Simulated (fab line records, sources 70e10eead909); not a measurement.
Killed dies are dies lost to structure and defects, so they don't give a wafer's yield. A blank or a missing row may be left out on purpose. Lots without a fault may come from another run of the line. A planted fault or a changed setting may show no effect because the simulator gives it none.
Which tool did it? | flow nand_harc | 24 lots, 72 wafers sampled, at 6 steps of a route of 1302

WHAT THE GAUGES READ, wafer by wafer
The record holds no reading of a measuring or inspecting step that can be judged against a usual standard deviation.

WHICH TOOL RAN EACH LOT (tool, then ch and the chambers of the sampled wafers, then the start)
lot  | NHARC_A_CHANNEL_FILL_D2_ALD_14   | NHARC_A_CHANNEL_FILL_D2_ALD_25   | NHARC_A_STAIRCASE_STRIP_171          | NHARC_A_STAIRCASE_ETCH_15      | NHARC_A_STAIRCASE_ETCH_190     | NHARC_A_STAIRCASE_ETCH_194
L074 | ald_hk-02 ch 0,1,2, day 13 15:41 | ald_hk-01 ch 1,3, day 15 00:07   | plasma_asher-02 ch 0,1, day 15 13:49 | rie_diel-03 ch 0,1, no start   | rie_diel-03 ch 0,1,3, no start | rie_diel-03 ch 0,3, no start
L075 | ald_hk-03 ch 1,2,3, day 13 21:56 | ald_hk-03 ch 1,2,3, day 15 03:10 | plasma_asher-02 ch 0,1, day 15 16:23 | rie_diel-09 ch 0,1,2, no start | rie_diel-08 ch 0,2,3, no start | rie_diel-08 ch 1,2,3, no start
L076 | ald_hk-03 ch 1,2, day 14 16:58   | ald_hk-03 ch 0,3, day 15 22:50   | plasma_asher-02 ch 0, day 16 12:28   | rie_diel-09 ch 0,1,2, no start | rie_diel-08 ch 2,3, no start   | rie_diel-08 ch 0,3, no start
L077 | ald_hk-03 ch 0,2,3, day 15 02:49 | ald_hk-02 ch 0,1, day 16 07:27   | plasma_asher-01 ch 0,1, day 16 21:49 | rie_diel-09 ch 2,3, no start   | rie_diel-03 ch 0,2,3, no start | rie_diel-03 ch 0,1,2, no start
L078 | ald_hk-01 ch 0,3, day 15 05:56   | ald_hk-03 ch 0,2, day 16 10:59   | plasma_asher-02 ch 0,1, day 17 00:26 | rie_diel-03 ch 1,3, no start   | rie_diel-09 ch 1,2, no start   | rie_diel-09 ch 2,3, no start
L079 | ald_hk-01 ch 0,1,3, day 15 19:46 | ald_hk-02 ch 2,3, day 17 00:27   | plasma_asher-02 ch 0,1, day 17 16:00 | rie_diel-03 ch 0,1,2, no start | rie_diel-08 ch 2,3, no start   | rie_diel-08 ch 1,2,3, no start
L080 | ald_hk-03 ch 0,1,3, day 15 19:50 | ald_hk-03 ch 1,2,3, day 17 02:18 | plasma_asher-01 ch 0,1, day 17 15:56 | rie_diel-09 ch 0,3, no start   | rie_diel-09 ch 1,2,3, no start | rie_diel-09 ch 1,2, no start
L081 | ald_hk-03 ch 2,3, day 16 16:49   | ald_hk-01 ch 2,3, day 18 00:47   | plasma_asher-01 ch 0,1, day 18 13:37 | rie_diel-08 ch 0,1,2, no start | rie_diel-09 ch 1,2,3, no start | rie_diel-09 ch 2,3, no start
L082 | ald_hk-02 ch 1,2,3, day 17 06:46 | ald_hk-03 ch 0,1,3, day 18 13:16 | plasma_asher-01 ch 0,1, day 19 01:29 | rie_diel-08 ch 0,1,3, no start | rie_diel-03 ch 0,3, no start   | rie_diel-03 ch 0,3, no start
L083 | ald_hk-01 ch 0,2,3, day 17 06:47 | ald_hk-01 ch 0,2, day 18 12:37   | plasma_asher-01 ch 0,1, day 19 01:44 | rie_diel-03 ch 0,1, no start   | rie_diel-08 ch 0,1,2, no start | rie_diel-08 ch 1,2,3, no start
L084 | ald_hk-02 ch 1,2,3, day 18 00:53 | ald_hk-02 ch 0,2,3, day 19 09:37 | plasma_asher-01 ch 0,1, day 19 22:26 | rie_diel-08 ch 1,2,3, no start | rie_diel-09 ch 0,2,3, no start | rie_diel-09 ch 1,2,3, no start
L085 | ald_hk-03 ch 0,1,2, day 18 04:29 | ald_hk-01 ch 0,1,2, day 19 09:01 | plasma_asher-02 ch 0,1, day 19 22:41 | rie_diel-03 ch 2,3, no start   | rie_diel-08 ch 1,2,3, no start | rie_diel-08 ch 0,2,3, no start
L086 | ald_hk-02 ch 0,2, day 18 17:41   | ald_hk-01 ch 0,2, day 20 02:44   | plasma_asher-01 ch 0,1, day 20 15:14 | rie_diel-03 ch 0,2,3, no start | rie_diel-09 ch 1,2, no start   | rie_diel-09 ch 0,1, no start
L087 | ald_hk-01 ch 1,2,3, day 19 02:07 | ald_hk-03 ch 1,3, day 20 06:49   | plasma_asher-01 ch 0,1, day 20 20:17 | rie_diel-09 ch 1,3, no start   | rie_diel-08 ch 0,1, no start   | rie_diel-08 ch 0,1,2, no start
L089 | ald_hk-02 ch 0,3, day 19 20:29   | ald_hk-03 ch 0,1,2, day 21 03:19 | plasma_asher-01 ch 0,1, day 21 15:23 | rie_diel-03 ch 2,3, no start   | rie_diel-03 ch 0,1,2, no start | rie_diel-03 ch 0,1,3, no start
L088 | ald_hk-03 ch 1,2,3, day 19 20:33 | ald_hk-02 ch 0,2,3, day 21 01:37 | plasma_asher-01 ch 0,1, day 21 15:35 | rie_diel-09 ch 0,2, no start   | rie_diel-03 ch 0,2,3, no start | rie_diel-03 ch 0,2,3, no start
L091 | ald_hk-02 ch 2,3, day 20 17:48   | ald_hk-03 ch 1,3, day 21 22:49   | plasma_asher-02 ch 0,1, day 22 12:12 | rie_diel-09 ch 0,3, no start   | rie_diel-08 ch 1,2, no start   | rie_diel-08 ch 0,1,2, no start
L090 | ald_hk-01 ch 0,2,3, day 20 17:53 | ald_hk-01 ch 1,2,3, day 22 00:04 | plasma_asher-01 ch 0,1, day 22 12:03 | rie_diel-08 ch 0,1, no start   | rie_diel-09 ch 1,2,3, no start | rie_diel-09 ch 1,2, no start
L093 | ald_hk-01 ch 0,2,3, day 21 12:16 | ald_hk-01 ch 1,2,3, day 22 20:58 | plasma_asher-01 ch 0,1, day 23 09:53 | rie_diel-09 ch 0,1,3, no start | rie_diel-03 ch 0,1,3, no start | rie_diel-03 ch 1,2,3, no start
L092 | ald_hk-03 ch 0,1,2, day 21 12:31 | ald_hk-03 ch 0,2,3, day 22 21:35 | plasma_asher-02 ch 0,1, day 23 09:38 | rie_diel-09 ch 0,1,2, no start | rie_diel-03 ch 1,2,3, no start | rie_diel-03 ch 0,1,3, no start
L094 | ald_hk-02 ch 1,2, day 22 03:02   | ald_hk-01 ch 0,1,3, day 23 09:16 | plasma_asher-02 ch 0,1, day 23 21:31 | rie_diel-09 ch 0,3, no start   | rie_diel-08 ch 2,3, no start   | rie_diel-08 ch 0,1,3, no start
L095 | ald_hk-01 ch 0,1, day 22 13:23   | ald_hk-01 ch 2,3, day 23 21:20   | plasma_asher-02 ch 0,1, day 24 10:47 | rie_diel-08 ch 2,3, no start   | rie_diel-03 ch 0,3, no start   | rie_diel-03 ch 0,3, no start
L096 | ald_hk-03 ch 0,1,2, day 23 01:28 | ald_hk-02 ch 0,2,3, day 24 07:05 | plasma_asher-01 ch 0,1, day 24 19:06 | rie_diel-03 ch 2,3, no start   | rie_diel-08 ch 0,3, no start   | rie_diel-08 ch 0,1,2, no start
L097 | ald_hk-03 ch 2,3, day 23 05:33   | ald_hk-03 ch 1,2,3, day 24 13:30 | plasma_asher-02 ch 0,1, day 25 01:04 | rie_diel-09 ch 1,2,3, no start | rie_diel-08 ch 0,1,2, no start | rie_diel-08 ch 1,2, no start
- NHARC_A_CHANNEL_FILL_D2_ALD_14: deposits SiO2, target thk 2.5 nm, pulse time 10 s, ald cycles 25.
- NHARC_A_CHANNEL_FILL_D2_ALD_25: deposits SiOx, target thk 60 nm, pulse time 10 s, ald cycles 600.
- NHARC_A_STAIRCASE_STRIP_171: strips in O2.
- NHARC_A_STAIRCASE_ETCH_15: etches the open film in C4F8/O2, target depth 100 nm, time 40.5 s.
- NHARC_A_STAIRCASE_ETCH_190: etches the open film in C4F8/O2, target depth 100 nm, time 40.5 s.
- NHARC_A_STAIRCASE_ETCH_194: etches the open film in C4F8/O2, target depth 100 nm, time 40.5 s.

WHAT THE TOOLS THEMSELVES READ (means of the sampled wafers that have a number; where no wafer has one, the mark that the record gives instead)
NHARC_A_CHANNEL_FILL_D2_ALD_14.
lot  | tool      | heater_power_w (W) | precursor_pulse_height_rel
L074 | ald_hk-02 | 440                | 1.005
L075 | ald_hk-03 | 410                | 1.001
L076 | ald_hk-03 | 392                | 0.994
L077 | ald_hk-03 | 470                | 0.996
L078 | ald_hk-01 | 486                | 0.979
L079 | ald_hk-01 | 465                | 0.984
L080 | ald_hk-03 | 453                | 1.006
L081 | ald_hk-03 | 429                | 1.012
L082 | ald_hk-02 | 437                | 1.006
L083 | ald_hk-01 | 473                | 0.995
L084 | ald_hk-02 | 444                | 1.005
L085 | ald_hk-03 | 452                | 1.005
L086 | ald_hk-02 | 413                | 0.998
L087 | ald_hk-01 | 462                | 0.993
L089 | ald_hk-02 | 470                | 1.015
L088 | ald_hk-03 | 416                | 1.026
L091 | ald_hk-02 | 446                | 1.009
L090 | ald_hk-01 | 472                | 1.001
L093 | ald_hk-01 | 477                | 1.011
L092 | ald_hk-03 | 445                | 1.011
L094 | ald_hk-02 | 437                | 0.999
L095 | ald_hk-01 | 464                | 0.988
L096 | ald_hk-03 | 448                | 0.995
L097 | ald_hk-03 | 446                | 1.007

NHARC_A_CHANNEL_FILL_D2_ALD_25.
lot  | tool      | heater_power_w (W) | precursor_pulse_height_rel
L074 | ald_hk-01 | 446                | 1.004
L075 | ald_hk-03 | 410                | 1.019
L076 | ald_hk-03 | 515                | 0.983
L077 | ald_hk-02 | 471                | 1.015
L078 | ald_hk-03 | 501                | 1.001
L079 | ald_hk-02 | 440                | 0.993
L080 | ald_hk-03 | 412                | 0.990
L081 | ald_hk-01 | 460                | 1.001
L082 | ald_hk-03 | 446                | 0.971
L083 | ald_hk-01 | 490                | 1.006
L084 | ald_hk-02 | 448                | 1.002
L085 | ald_hk-01 | 477                | 1.010
L086 | ald_hk-01 | 491                | 1.000
L087 | ald_hk-03 | 401                | 0.996
L089 | ald_hk-03 | 437                | 1.012
L088 | ald_hk-02 | 438                | 0.984
L091 | ald_hk-03 | 392                | 0.996
L090 | ald_hk-01 | 464                | 0.991
L093 | ald_hk-01 | 457                | 1.006
L092 | ald_hk-03 | 474                | 0.997
L094 | ald_hk-01 | 448                | 1.002
L095 | ald_hk-01 | 484                | 1.008
L096 | ald_hk-02 | 442                | 1.011
L097 | ald_hk-03 | 414                | 0.998

NHARC_A_STAIRCASE_STRIP_171.
lot  | tool            | drypump_motor_current_A (A) | heater_power_w (W)
L074 | plasma_asher-02 | 5.58                        | 324
L075 | plasma_asher-02 | 5.79                        | 323
L076 | plasma_asher-02 | 5.39                        | 341
L077 | plasma_asher-01 | 5.67                        | 346
L078 | plasma_asher-02 | 5.78                        | 324
L079 | plasma_asher-02 | 5.79                        | 323
L080 | plasma_asher-01 | 5.67                        | 347
L081 | plasma_asher-01 | 5.66                        | 358
L082 | plasma_asher-01 | 5.67                        | 349
L083 | plasma_asher-01 | 5.84                        | 341
L084 | plasma_asher-01 | 5.84                        | 339
L085 | plasma_asher-02 | 5.61                        | 327
L086 | plasma_asher-01 | 5.67                        | 352
L087 | plasma_asher-01 | 5.67                        | 353
L089 | plasma_asher-01 | 5.82                        | 337
L088 | plasma_asher-01 | 5.82                        | 341
L091 | plasma_asher-02 | 5.60                        | 328
L090 | plasma_asher-01 | 5.68                        | 350
L093 | plasma_asher-01 | 5.80                        | 340
L092 | plasma_asher-02 | 5.61                        | 325
L094 | plasma_asher-02 | 5.79                        | 324
L095 | plasma_asher-02 | 5.60                        | 328
L096 | plasma_asher-01 | 5.81                        | 340
L097 | plasma_asher-02 | 5.80                        | 329

NHARC_A_STAIRCASE_ETCH_15.
lot  | tool        | oes_product_au (a.u.) | rf_vpp_V (V)
L074 | rie_diel-03 | 0.959                 | 893
L075 | rie_diel-09 | 0.928                 | 897
L076 | rie_diel-09 | 0.940                 | 897
L077 | rie_diel-09 | 0.934                 | 898
L078 | rie_diel-03 | 0.935                 | 901
L079 | rie_diel-03 | 0.949                 | 894
L080 | rie_diel-09 | 0.930                 | 895
L081 | rie_diel-08 | 0.945                 | 897
L082 | rie_diel-08 | 0.950                 | 900
L083 | rie_diel-03 | 0.949                 | 893
L084 | rie_diel-08 | 0.943                 | 897
L085 | rie_diel-03 | 0.954                 | 897
L086 | rie_diel-03 | 0.954                 | 897
L087 | rie_diel-09 | 0.937                 | 895
L089 | rie_diel-03 | 0.961                 | 897
L088 | rie_diel-09 | 0.935                 | 895
L091 | rie_diel-09 | 0.952                 | 894
L090 | rie_diel-08 | 0.953                 | 899
L093 | rie_diel-09 | 0.934                 | 895
L092 | rie_diel-09 | 0.939                 | 895
L094 | rie_diel-09 | 0.931                 | 893
L095 | rie_diel-08 | 0.952                 | 892
L096 | rie_diel-03 | 0.938                 | 896
L097 | rie_diel-09 | 0.929                 | 896

NHARC_A_STAIRCASE_ETCH_190.
lot  | tool        | oes_product_au (a.u.) | rf_vpp_V (V)
L074 | rie_diel-03 | 0.950                 | 898
L075 | rie_diel-08 | 0.939                 | 896
L076 | rie_diel-08 | 0.943                 | 894
L077 | rie_diel-03 | 0.958                 | 897
L078 | rie_diel-09 | 0.930                 | 896
L079 | rie_diel-08 | 0.949                 | 893
L080 | rie_diel-09 | 0.936                 | 897
L081 | rie_diel-09 | 0.937                 | 897
L082 | rie_diel-03 | 0.952                 | 897
L083 | rie_diel-08 | 0.944                 | 897
L084 | rie_diel-09 | 0.926                 | 896
L085 | rie_diel-08 | 0.941                 | 898
L086 | rie_diel-09 | 0.945                 | 897
L087 | rie_diel-08 | 0.947                 | 899
L089 | rie_diel-03 | 0.949                 | 893
L088 | rie_diel-03 | 0.948                 | 896
L091 | rie_diel-08 | 0.942                 | 895
L090 | rie_diel-09 | 0.942                 | 897
L093 | rie_diel-03 | 0.956                 | 897
L092 | rie_diel-03 | 0.934                 | 897
L094 | rie_diel-08 | 0.944                 | 894
L095 | rie_diel-03 | 0.946                 | 896
L096 | rie_diel-08 | 0.956                 | 897
L097 | rie_diel-08 | 0.933                 | 896

NHARC_A_STAIRCASE_ETCH_194.
lot  | tool        | oes_product_au (a.u.) | rf_vpp_V (V)
L074 | rie_diel-03 | 0.945                 | 897
L075 | rie_diel-08 | 0.942                 | 896
L076 | rie_diel-08 | 0.943                 | 898
L077 | rie_diel-03 | 0.940                 | 894
L078 | rie_diel-09 | 0.928                 | 897
L079 | rie_diel-08 | 0.947                 | 897
L080 | rie_diel-09 | 0.942                 | 896
L081 | rie_diel-09 | 0.933                 | 897
L082 | rie_diel-03 | 0.958                 | 900
L083 | rie_diel-08 | 0.943                 | 896
L084 | rie_diel-09 | 0.938                 | 896
L085 | rie_diel-08 | 0.945                 | 896
L086 | rie_diel-09 | 0.937                 | 895
L087 | rie_diel-08 | 0.942                 | 897
L089 | rie_diel-03 | 0.949                 | 898
L088 | rie_diel-03 | 0.947                 | 895
L091 | rie_diel-08 | 0.937                 | 896
L090 | rie_diel-09 | 0.941                 | 897
L093 | rie_diel-03 | 0.948                 | 896
L092 | rie_diel-03 | 0.950                 | 897
L094 | rie_diel-08 | 0.945                 | 899
L095 | rie_diel-03 | 0.958                 | 895
L096 | rie_diel-08 | 0.945                 | 896
L097 | rie_diel-08 | 0.947                 | 893

THE ANSWER, worked out from the rows above alone
Rule: what is usual is taken from the lots themselves. Put in order of their means at a reading, lots are off if they are a third of the lots or fewer, leave a main group of 4 or more, and stand apart from it by a gap of 3 or more times the standard deviation of the main group's means; of several such gaps the widest counts. A main group whose means are all the same, to the digits that the tables above print for the reading, isn't used. A lot without any number at a reading at which 4 lots or more have one is off too. The other lots that the step has rows for count as sound. The gauges are gone through in route order, then the tools' own readings, and for those a lot's mean is taken as printed above. The first step at which some lot is off is used, and at that step the reading that is off furthest; a lot without a number counts as furthest.
No lot is off at any reading shown: from this, nothing can be told.

WHAT THE SIMULATOR HAD PUT IN
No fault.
